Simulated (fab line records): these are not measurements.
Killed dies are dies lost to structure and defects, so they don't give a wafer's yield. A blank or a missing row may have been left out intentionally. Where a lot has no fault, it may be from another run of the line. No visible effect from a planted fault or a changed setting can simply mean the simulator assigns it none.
Matching of chambers | flow n5Finfet | rieDiel-01 running N5_BEOL_M6_ETCH_65: 4 sister chambers
The step etches SiARC in CF4, target depth 15.6 nm, time 26 s. 8 wafers are shown with their chamber, then 10 later ones without.

## WAFERS WITH THEIR CHAMBER
wafer  | chamber | drypumpMotorCurrentA (A) | showerheadPlenumPTorr (Torr)
L084.1 | 0       | 5.6                      | 2.27
L087.5 | 2       | 4.8                      | 2.19
L087.6 | 3       | 5.9                      | 2.19
L089.1 | 3       | 5.9                      | 2.18
L089.3 | 0       | 5.6                      | 2.26
L089.6 | 1       | 6.4                      | 2.12
L091.1 | 2       | 4.8                      | 2.19
L091.3 | 1       | 6.5                      | 2.12

## WAFERS WHOSE CHAMBER IS MISSING
wafer  | drypumpMotorCurrentA (A) | showerheadPlenumPTorr (Torr)
L091.4 | 5.9                      | 2.18
L090.2 | 6.4                      | 2.12
L090.3 | 4.8                      | 2.19
L090.6 | 4.8                      | 2.19
L093.1 | 5.9                      | 2.18
L093.3 | 6.5                      | 2.11
L093.6 | 6.5                      | 2.11
L096.1 | 5.9                      | 2.18
L096.3 | 4.8                      | 2.19
L096.4 | 5.6                      | 2.26

## CHAMBER TAKEN BY EACH
wafer  | from the rows above | in truth
L091.4 | 3                   | 3
L090.2 | 1                   | 1
L090.3 | 2                   | 2
L090.6 | 2                   | 2
L093.1 | 3                   | 3
L093.3 | 1                   | 1
L093.6 | 1                   | 1
L096.1 | 3                   | 3
L096.3 | 2                   | 2
L096.4 | 0                   | 0
Placed correctly: 10 of 10. From these rows, 0 cannot be placed. Placed wrongly: 0.
How it was worked out, from the rows above alone: a wafer's distance from a chamber is the root of the sum, over the readings, of the square of ((its reading less the chamber's mean) divided by the reading's scatter). The wafer belongs to the nearest chamber; if the next one is less than 2 further off, it can't be placed. The mean given for a chamber averages the wafers shown for that chamber. How the scatter is found: for the shown wafers, subtract from each reading the mean of its chamber, square and add these, divide the total by (wafers less chambers), then take the root.
